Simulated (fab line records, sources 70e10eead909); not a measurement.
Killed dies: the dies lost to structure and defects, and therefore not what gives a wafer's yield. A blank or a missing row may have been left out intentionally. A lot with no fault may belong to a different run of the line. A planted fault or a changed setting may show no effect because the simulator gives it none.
Matching of chambers :: flow nand_harc :: 4 sister chambers for NHARC_P_BONDPAD_ETCH_12 on rie_diel-04
The step etches the open film in CHF3/O2, target depth 200 nm, time 100 s. 19 wafers are shown with their chamber, then 9 later ones without.

== WAFERS PAIRED WITH THEIR CHAMBERS ==
wafer: L903.1
chamber: 2
showerhead_plenum_p_Torr (Torr): 2.30
drypump_motor_current_A (A): 6.0
rf_vpp_V (V): 368.1

wafer: L903.4
chamber: 1
showerhead_plenum_p_Torr (Torr): 2.51
drypump_motor_current_A (A): 5.4
rf_vpp_V (V): 372.8

wafer: L903.6
chamber: 2
showerhead_plenum_p_Torr (Torr): 2.31
drypump_motor_current_A (A): 6.0
rf_vpp_V (V): 369.0

wafer: L904.1
chamber: 1
showerhead_plenum_p_Torr (Torr): 2.51
drypump_motor_current_A (A): 5.5
rf_vpp_V (V): 374.1

wafer: L904.2
chamber: 3
showerhead_plenum_p_Torr (Torr): 2.26
drypump_motor_current_A (A): 5.5
rf_vpp_V (V): 367.1

wafer: L904.4
chamber: 2
showerhead_plenum_p_Torr (Torr): 2.30
drypump_motor_current_A (A): 6.0
rf_vpp_V (V): 369.0

wafer: L905.1
chamber: 1
showerhead_plenum_p_Torr (Torr): 2.51
drypump_motor_current_A (A): 5.5
rf_vpp_V (V): 371.8

wafer: L905.3
chamber: 0
showerhead_plenum_p_Torr (Torr): 2.53
drypump_motor_current_A (A): 6.3
rf_vpp_V (V): 374.2

wafer: L905.5
chamber: 2
showerhead_plenum_p_Torr (Torr): 2.31
drypump_motor_current_A (A): 6.0
rf_vpp_V (V): 369.5

wafer: L907.2
chamber: 0
showerhead_plenum_p_Torr (Torr): 2.52
drypump_motor_current_A (A): 6.3
rf_vpp_V (V): 372.0

wafer: L907.4
chamber: 3
showerhead_plenum_p_Torr (Torr): 2.26
drypump_motor_current_A (A): 5.5
rf_vpp_V (V): 365.2

wafer: L907.5
chamber: 0
showerhead_plenum_p_Torr (Torr): 2.52
drypump_motor_current_A (A): 6.3
rf_vpp_V (V): 374.2

wafer: L906.3
chamber: 0
showerhead_plenum_p_Torr (Torr): 2.52
drypump_motor_current_A (A): 6.3
rf_vpp_V (V): 372.6

wafer: L906.5
chamber: 0
showerhead_plenum_p_Torr (Torr): 2.52
drypump_motor_current_A (A): 6.3
rf_vpp_V (V): 372.9

wafer: L906.6
chamber: 1
showerhead_plenum_p_Torr (Torr): 2.51
drypump_motor_current_A (A): 5.5
rf_vpp_V (V): 374.3

wafer: L909.1
chamber: 0
showerhead_plenum_p_Torr (Torr): 2.52
drypump_motor_current_A (A): 6.3
rf_vpp_V (V): 374.1

wafer: L909.3
chamber: 2
showerhead_plenum_p_Torr (Torr): 2.30
drypump_motor_current_A (A): 6.0
rf_vpp_V (V): 367.8

wafer: L909.5
chamber: 1
showerhead_plenum_p_Torr (Torr): 2.51
drypump_motor_current_A (A): 5.5
rf_vpp_V (V): 372.7

wafer: L912.2
chamber: 1
showerhead_plenum_p_Torr (Torr): 2.51
drypump_motor_current_A (A): 5.5
rf_vpp_V (V): 373.5

SIGNATURES (means of the wafers above)
reading: showerhead_plenum_p_Torr
chamber 0: 2.5217
chamber 1: 2.5100
chamber 2: 2.3040
chamber 3: 2.2600
scatter within a chamber: 0.00368

reading: drypump_motor_current_A
chamber 0: 6.300
chamber 1: 5.483
chamber 2: 6.000
chamber 3: 5.500
scatter within a chamber: 0.0236

reading: rf_vpp_V
chamber 0: 373.333
chamber 1: 373.200
chamber 2: 368.680
chamber 3: 366.150
scatter within a chamber: 0.926
Rule: a wafer's distance from a chamber is the root of the sum, over the readings, of the square of ((its reading less the chamber's mean) divided by the reading's scatter). If the next closest chamber is less than 2 further off than the closest, the wafer can't be placed; otherwise it belongs to the closest. The scatter: take each reading less its chamber's mean, square it, sum over the shown wafers, divide by the number of wafers less the number of chambers, and take the root.

== WAFERS MISSING THEIR CHAMBER ==
wafer: L912.4
showerhead_plenum_p_Torr (Torr): 2.52
drypump_motor_current_A (A): 6.3
rf_vpp_V (V): 373.0

wafer: L912.6
showerhead_plenum_p_Torr (Torr): 2.26
drypump_motor_current_A (A): 5.5
rf_vpp_V (V): 367.5

wafer: L913.2
showerhead_plenum_p_Torr (Torr): 2.26
drypump_motor_current_A (A): 5.5
rf_vpp_V (V): 368.9

wafer: L913.4
showerhead_plenum_p_Torr (Torr): 2.52
drypump_motor_current_A (A): 6.3
rf_vpp_V (V): 373.0

wafer: L913.6
showerhead_plenum_p_Torr (Torr): 2.26
drypump_motor_current_A (A): 5.5
rf_vpp_V (V): 366.6

wafer: L920.1
showerhead_plenum_p_Torr (Torr): 2.52
drypump_motor_current_A (A): 6.3
rf_vpp_V (V): 373.4

wafer: L920.2
showerhead_plenum_p_Torr (Torr): 2.51
drypump_motor_current_A (A): 5.5
rf_vpp_V (V): 372.6

wafer: L919.4
showerhead_plenum_p_Torr (Torr): 2.25
drypump_motor_current_A (A): 5.5
rf_vpp_V (V): 367.8

wafer: L919.6
showerhead_plenum_p_Torr (Torr): 2.52
drypump_motor_current_A (A): 6.3
rf_vpp_V (V): 372.4

== WHICH CHAMBER EACH ONE RAN IN ==
wafer: L912.4
from the rows above: 0
in truth: 0

wafer: L912.6
from the rows above: 3
in truth: 3

wafer: L913.2
from the rows above: 3
in truth: 3

wafer: L913.4
from the rows above: 0
in truth: 0

wafer: L913.6
from the rows above: 3
in truth: 3

wafer: L920.1
from the rows above: 0
in truth: 0

wafer: L920.2
from the rows above: 1
in truth: 1

wafer: L919.4
from the rows above: 3
in truth: 3

wafer: L919.6
from the rows above: 0
in truth: 0
Placed correctly: 9 of 9. Number that these rows cannot place: 0. Placed wrongly: 0.
